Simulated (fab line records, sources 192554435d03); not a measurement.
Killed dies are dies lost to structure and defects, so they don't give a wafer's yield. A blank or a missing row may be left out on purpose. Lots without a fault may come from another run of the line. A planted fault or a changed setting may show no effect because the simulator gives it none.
Which tool did it? | flow n5_finfet | 24 lots, 72 wafers sampled, at 5 steps of a route of 1938

WHAT THE GAUGES READ, wafer by wafer
N5_FIN_SAQP_CD_MEAS_27: target cd 20 nm. Usual: cd_nm 20.33 nm, standard deviation 0.21.
lot  | measured    | on        | cd_nm (nm)        | flag
L074 | day 2 00:54 | cd_sem-02 | 20.29 20.67 20.35 |
L075 | day 2 06:55 | cd_sem-01 | 20.44 20.40 20.27 |
L076 | day 2 12:02 | cd_sem-01 | 20.10 20.23 20.25 |
L077 | day 2 17:47 | cd_sem-01 | 20.66 20.74 20.17 |
L078 | day 2 23:49 | cd_sem-01 | 20.30 20.29 20.56 |
L079 | day 3 06:05 | cd_sem-02 | 20.39 20.10 20.22 |
L080 | day 3 11:48 | cd_sem-02 | 20.29 20.55 20.44 |
L081 | day 3 17:30 | cd_sem-03 | 20.46 20.53 20.35 |
L082 | day 4 01:00 | cd_sem-01 | 19.94 20.03 20.45 |
L083 | day 4 09:40 | cd_sem-02 | 20.27 19.88 20.33 |
L084 | day 4 13:35 | cd_sem-02 | 20.22 20.06 20.24 |
L085 | day 4 20:39 | cd_sem-03 | 20.66 20.41 20.42 |
L086 | day 5 02:25 | cd_sem-03 | 20.45 20.59 20.28 |
L087 | day 5 08:37 | cd_sem-03 | 20.35 20.29 20.11 |
L088 | day 5 14:14 | cd_sem-03 | 20.05 20.26 20.58 |
L089 | day 5 17:51 | cd_sem-03 | 20.09 20.07 20.38 |
L090 | day 6 00:26 | cd_sem-01 | 20.41 20.47 20.15 |
L091 | day 6 07:58 | cd_sem-02 | 20.49 20.43 20.22 |
L092 | day 6 11:39 | cd_sem-01 | 20.60 20.23 20.45 |
L093 | day 6 17:40 | cd_sem-02 | 20.44 20.50 20.51 |
L094 | day 7 00:37 | cd_sem-03 | 20.69 19.99 20.46 |
L095 | day 7 07:31 | cd_sem-01 | 20.19 20.28 20.31 |
L096 | day 7 13:22 | cd_sem-01 | 20.17 20.53 20.53 |
L097 | day 7 17:47 | cd_sem-01 | 20.34 20.30 20.70 |

N5_FIN_SAQP_CD_MEAS_31: target cd 8 nm. Usual: cd_nm 8.04 nm, standard deviation 0.22.
lot  | measured    | on        | cd_nm (nm)     | flag
L074 | day 2 03:27 | cd_sem-02 | 7.84 8.44 7.96 |
L075 | day 2 08:31 | cd_sem-01 | 8.02 8.15 8.03 |
L076 | day 2 14:32 | cd_sem-02 | 7.77 8.07 8.59 |
L077 | day 2 20:01 | cd_sem-01 | 7.93 7.90 7.99 |
L078 | day 3 01:23 | cd_sem-02 | 8.17 8.10 8.43 |
L079 | day 3 08:19 | cd_sem-02 | 7.84 8.12 8.02 |
L080 | day 3 13:21 | cd_sem-02 | 8.08 8.39 8.08 |
L081 | day 3 19:02 | cd_sem-03 | 7.82 7.99 7.69 |
L082 | day 4 04:38 | cd_sem-03 | 8.30 8.21 8.12 |
L083 | day 4 12:22 | cd_sem-01 | 8.26 8.27 7.94 |
L084 | day 4 16:26 | cd_sem-01 | 8.12 7.91 8.15 |
L085 | day 4 22:29 | cd_sem-03 | 8.00 7.79 7.70 |
L086 | day 5 05:02 | cd_sem-02 | 7.88 8.09 8.09 |
L087 | day 5 11:02 | cd_sem-02 | 8.32 7.65 8.19 |
L088 | day 5 15:53 | cd_sem-01 | 8.31 8.09 8.10 |
L089 | day 5 19:31 | cd_sem-01 | 8.18 8.20 8.17 |
L090 | day 6 02:00 | cd_sem-03 | 8.35 8.10 8.24 |
L091 | day 6 09:41 | cd_sem-01 | 8.10 7.96 7.67 |
L092 | day 6 14:03 | cd_sem-01 | 8.27 7.93 7.79 |
L093 | day 6 19:26 | cd_sem-02 | 8.20 7.87 8.38 |
L094 | day 7 02:10 | cd_sem-02 | 8.11 8.32 8.12 |
L095 | day 7 09:46 | cd_sem-01 | 7.91 7.69 8.39 |
L096 | day 7 14:57 | cd_sem-02 | 7.67 8.29 8.18 |
L097 | day 7 19:22 | cd_sem-03 | 7.86 7.68 8.01 |

WHICH TOOL RAN EACH LOT (tool, then ch and the chambers of the sampled wafers, then the start)
lot  | N5_PMOS_HMC_CHANNEL_EPI_CMP_21 | N5_FIN_SAQP_ETCH_65             | N5_FIN_SAQP_ETCH_67
L074 | cmp-02 ch 0,1,3, day 1 19:31   | rie_si-04 ch 0,1,2, day 2 01:10 | rie_diel-04 ch 1,3, day 2 01:47
L075 | cmp-01 ch 0,2,3, day 2 01:56   | rie_si-06 ch 0,1,2, day 2 07:07 | rie_diel-05 ch 0,1,3, day 2 07:46
L076 | cmp-03 ch 0,1,2, day 2 07:23   | rie_si-03 ch 1,2,3, day 2 12:23 | rie_diel-05 ch 2,3, day 2 13:36
L077 | cmp-02 ch 1,3, day 2 13:25     | rie_si-03 ch 2,3, day 2 17:58   | rie_diel-05 ch 0,2,3, day 2 18:39
L078 | cmp-02 ch 0,2, day 2 19:16     | rie_si-03 ch 1,2,3, day 2 23:58 | rie_diel-04 ch 0,1,3, day 3 00:35
L079 | cmp-02 ch 1,2,3, day 3 01:17   | rie_si-04 ch 1,2,3, day 3 06:14 | rie_diel-05 ch 1,3, day 3 07:04
L080 | cmp-01 ch 1,2,3, day 3 07:21   | rie_si-06 ch 2,3, day 3 11:58   | rie_diel-05 ch 2,3, day 3 12:35
L081 | cmp-03 ch 0,2, day 3 13:17     | rie_si-03 ch 0,1,2, day 3 17:39 | rie_diel-05 ch 0,1,3, day 3 18:16
L082 | cmp-01 ch 0,3, day 3 18:58     | rie_si-04 ch 0,1,2, day 4 01:15 | rie_diel-05 ch 0,1, day 4 01:59
L083 | cmp-01 ch 1,2,3, day 4 01:02   | rie_si-03 ch 0,1,2, day 4 09:53 | rie_diel-04 ch 0,3, day 4 10:32
L084 | cmp-01 ch 0,2,3, day 4 08:19   | rie_si-06 ch 0,1,2, day 4 13:58 | rie_diel-06 ch 0,3, day 4 14:54
L085 | cmp-03 ch 0,1, day 4 14:10     | rie_si-04 ch 0,1,2, day 4 21:04 | rie_diel-06 ch 1,2,3, day 4 21:43
L086 | cmp-01 ch 2,3, day 4 21:44     | rie_si-04 ch 0,1,3, day 5 02:35 | rie_diel-04 ch 0,1,2, day 5 03:43
L087 | cmp-03 ch 1,3, day 5 01:56     | rie_si-04 ch 0,2, day 5 08:47   | rie_diel-06 ch 1,3, day 5 09:34
L088 | cmp-01 ch 1,2, day 5 06:54     | rie_si-04 ch 2,3, day 5 14:22   | rie_diel-05 ch 1,2,3, day 5 15:07
L089 | cmp-03 ch 0,1,2, day 5 13:36   | rie_si-04 ch 1,3, day 5 18:00   | rie_diel-06 ch 0,2,3, day 5 18:45
L090 | cmp-01 ch 1,2,3, day 5 20:04   | rie_si-06 ch 0,1,3, day 6 00:35 | rie_diel-04 ch 0,1,2, day 6 01:12
L091 | cmp-03 ch 0,1,3, day 6 02:06   | rie_si-04 ch 0,1,2, day 6 08:07 | rie_diel-04 ch 1,2,3, day 6 08:44
L092 | cmp-01 ch 0,1, day 6 07:22     | rie_si-04 ch 1,2, day 6 11:48   | rie_diel-06 ch 0,1,2, day 6 12:30
L093 | cmp-03 ch 0,1,3, day 6 13:18   | rie_si-04 ch 0,2,3, day 6 17:56 | rie_diel-04 ch 0,2, day 6 18:34
L094 | cmp-02 ch 0,1,2, day 6 19:16   | rie_si-03 ch 0,2,3, day 7 00:46 | rie_diel-06 ch 0,1, day 7 01:23
L095 | cmp-03 ch 0,1,3, day 7 03:07   | rie_si-04 ch 0,3, day 7 07:40   | rie_diel-05 ch 0,1,3, day 7 08:17
L096 | cmp-01 ch 0,1,3, day 7 08:04   | rie_si-03 ch 1,2,3, day 7 13:31 | rie_diel-05 ch 1,2,3, day 7 14:08
L097 | cmp-02 ch 1,2,3, day 7 13:18   | rie_si-06 ch 1,3, day 7 17:56   | rie_diel-04 ch 0,1, day 7 18:33
- N5_PMOS_HMC_CHANNEL_EPI_CMP_21: polishes SiGe30, target thk 54 nm.
- N5_FIN_SAQP_ETCH_65: etches SiO2 in CF4, target depth 4 nm, time 4.4 s.
- N5_FIN_SAQP_ETCH_67: etches SiNx in CH3F/O2, target depth 30 nm.

WHAT THE TOOLS THEMSELVES READ (means of the sampled wafers that have a number; where no wafer has one, the mark that the record gives instead)
N5_PMOS_HMC_CHANNEL_EPI_CMP_21. Usual: motor_current_A 12.4 A, standard deviation 0.99.
lot  | tool   | motor_current_A (A) | flag
L074 | cmp-02 | 12.9                |
L075 | cmp-01 | 12.7                |
L076 | cmp-03 | 12.3                |
L077 | cmp-02 | 12.7                |
L078 | cmp-02 | 12.5                |
L079 | cmp-02 | 12.7                |
L080 | cmp-01 | 11.9                |
L081 | cmp-03 | 11.9                |
L082 | cmp-01 | 12.6                |
L083 | cmp-01 | 12.0                |
L084 | cmp-01 | 12.3                |
L085 | cmp-03 | 13.6                |
L086 | cmp-01 | 12.3                |
L087 | cmp-03 | 13.8                |
L088 | cmp-01 | 11.1                |
L089 | cmp-03 | 12.7                |
L090 | cmp-01 | 11.7                |
L091 | cmp-03 | 13.0                |
L092 | cmp-01 | 11.8                |
L093 | cmp-03 | 13.0                |
L094 | cmp-02 | 12.5                |
L095 | cmp-03 | 13.3                |
L096 | cmp-01 | 12.1                |
L097 | cmp-02 | 12.7                |

N5_FIN_SAQP_ETCH_65. Usual: drypump_motor_current_A 5.7 A, standard deviation 0.35; oes_product_au 1.009 a.u., standard deviation 0.021; throttle_valve_pct 21.76 %, standard deviation 0.24.
lot  | tool      | drypump_motor_current_A (A) | oes_product_au (a.u.) | throttle_valve_pct (%) | flag
L074 | rie_si-04 | 5.6                         | 1.004                 | 21.82                  |
L075 | rie_si-06 | 5.8                         | 0.990                 | 21.75                  |
L076 | rie_si-03 | 5.5                         | 1.010                 | 21.89                  |
L077 | rie_si-03 | 5.1                         | 1.012                 | 22.08                  |
L078 | rie_si-03 | 5.4                         | 1.013                 | 21.88                  |
L079 | rie_si-04 | 5.7                         | 1.022                 | 21.71                  |
L080 | rie_si-06 | 6.0                         | 1.001                 | 21.96                  |
L081 | rie_si-03 | 5.7                         | 1.020                 | 21.69                  |
L082 | rie_si-04 | 5.6                         | 1.006                 | 21.83                  |
L083 | rie_si-03 | 5.7                         | 1.019                 | 21.69                  |
L084 | rie_si-06 | 5.8                         | 0.988                 | 21.75                  |
L085 | rie_si-04 | 5.6                         | 1.006                 | 21.84                  |
L086 | rie_si-04 | 5.8                         | 1.014                 | 21.69                  |
L087 | rie_si-04 | 5.6                         | 1.016                 | 21.77                  |
L088 | rie_si-04 | 5.7                         | 1.032                 | 21.64                  |
L089 | rie_si-04 | 5.8                         | 1.022                 | 21.57                  |
L090 | rie_si-06 | 5.9                         | 1.006                 | 21.56                  |
L091 | rie_si-04 | 5.6                         | 1.002                 | 21.83                  |
L092 | rie_si-04 | 5.5                         | 1.003                 | 21.91                  |
L093 | rie_si-04 | 5.8                         | 1.026                 | 21.63                  |
L094 | rie_si-03 | 5.3                         | 1.016                 | 21.88                  |
L095 | rie_si-04 | 5.9                         | 1.009                 | 21.62                  |
L096 | rie_si-03 | 5.5                         | 1.004                 | 21.89                  |
L097 | rie_si-06 | 5.8                         | 0.991                 | 21.52                  |

N5_FIN_SAQP_ETCH_67. Usual: drypump_motor_current_A 5.8 A, standard deviation 0.51; oes_ar_750_au 0.80 a.u., standard deviation 0.092; oes_product_au 0.79 a.u., standard deviation 0.096; rf_vpp_V 297.3 V, standard deviation 2.7; showerhead_plenum_p_Torr 1.99 Torr, standard deviation 0.065; throttle_valve_pct 16.35 %, standard deviation 0.21.
lot  | tool        | drypump_motor_current_A (A) | oes_ar_750_au (a.u.) | oes_product_au (a.u.) | rf_vpp_V (V) | showerhead_plenum_p_Torr (Torr) | throttle_valve_pct (%) | flag
L074 | rie_diel-04 | 5.5                         | 0.84                 | 0.83                  | 299.7        | 2.10                            | 16.36                  |
L075 | rie_diel-05 | 6.2                         | 0.83                 | 0.82                  | 295.6        | 1.99                            | 16.43                  |
L076 | rie_diel-05 | 5.6                         | 0.73                 | 0.73                  | 300.1        | 1.99                            | 16.38                  |
L077 | rie_diel-05 | 6.0                         | 0.73                 | 0.72                  | 296.9        | 1.99                            | 16.50                  |
L078 | rie_diel-04 | 6.0                         | 0.77                 | 0.78                  | 297.4        | 2.03                            | 16.34                  |
L079 | rie_diel-05 | 6.4                         | 0.84                 | 0.85                  | 298.8        | 2.00                            | 16.33                  |
L080 | rie_diel-05 | 5.6                         | 0.73                 | 0.72                  | 299.8        | 1.99                            | 16.41                  |
L081 | rie_diel-05 | 6.2                         | 0.81                 | 0.81                  | 295.4        | 1.98                            | 16.45                  |
L082 | rie_diel-05 | 5.9                         | 0.85                 | 0.85                  | 295.7        | 1.96                            | 16.40                  |
L083 | rie_diel-04 | 6.4                         | 0.72                 | 0.72                  | 296.3        | 1.95                            | 16.33                  |
L084 | rie_diel-06 | 5.4                         | 0.89                 | 0.89                  | 299.3        | 2.08                            | 16.20                  |
L085 | rie_diel-06 | 5.7                         | 0.80                 | 0.79                  | 295.4        | 1.95                            | 16.21                  |
L086 | rie_diel-04 | 5.8                         | 0.78                 | 0.78                  | 298.5        | 2.01                            | 16.37                  |
L087 | rie_diel-06 | 5.8                         | 0.80                 | 0.80                  | 295.7        | 1.93                            | 16.14                  |
L088 | rie_diel-05 | 5.9                         | 0.80                 | 0.80                  | 298.7        | 1.98                            | 16.36                  |
L089 | rie_diel-06 | 5.5                         | 0.82                 | 0.82                  | 297.2        | 2.02                            | 16.26                  |
L090 | rie_diel-04 | 5.8                         | 0.77                 | 0.78                  | 297.9        | 2.01                            | 16.40                  |
L091 | rie_diel-04 | 5.5                         | 0.84                 | 0.84                  | 298.8        | 2.06                            | 16.37                  |
L092 | rie_diel-06 | 5.7                         | 0.77                 | 0.76                  | 296.9        | 2.00                            | 16.41                  |
L093 | rie_diel-04 | 6.3                         | 0.73                 | 0.72                  | 295.9        | 1.94                            | 16.37                  |
L094 | rie_diel-06 | 5.5                         | 0.81                 | 0.81                  | 299.3        | 2.05                            | 16.40                  |
L095 | rie_diel-05 | 6.2                         | 0.86                 | 0.86                  | 296.6        | 1.97                            | 16.35                  |
L096 | rie_diel-05 | 5.9                         | 0.88                 | 0.87                  | 298.2        | 1.97                            | 16.23                  |
L097 | rie_diel-04 | 6.2                         | 0.75                 | 0.75                  | 296.4        | 1.96                            | 16.28                  |

THE ANSWER, worked out from the rows above alone
Rule: a lot is off if the mean of its wafers that have a number lies more than 3 standard deviations from the usual mean. A lot without any number at a reading at which 4 lots or more have one is off too. The other lots that the step has rows for count as sound. The gauges are gone through in route order, then the tools' own readings, and for those a lot's mean is taken as printed above. The first step at which some lot is off is used, and at that step the reading that is off furthest; a lot without a number counts as furthest.
No lot is off at any reading shown: from this, nothing can be told.

WHAT THE SIMULATOR HAD PUT IN
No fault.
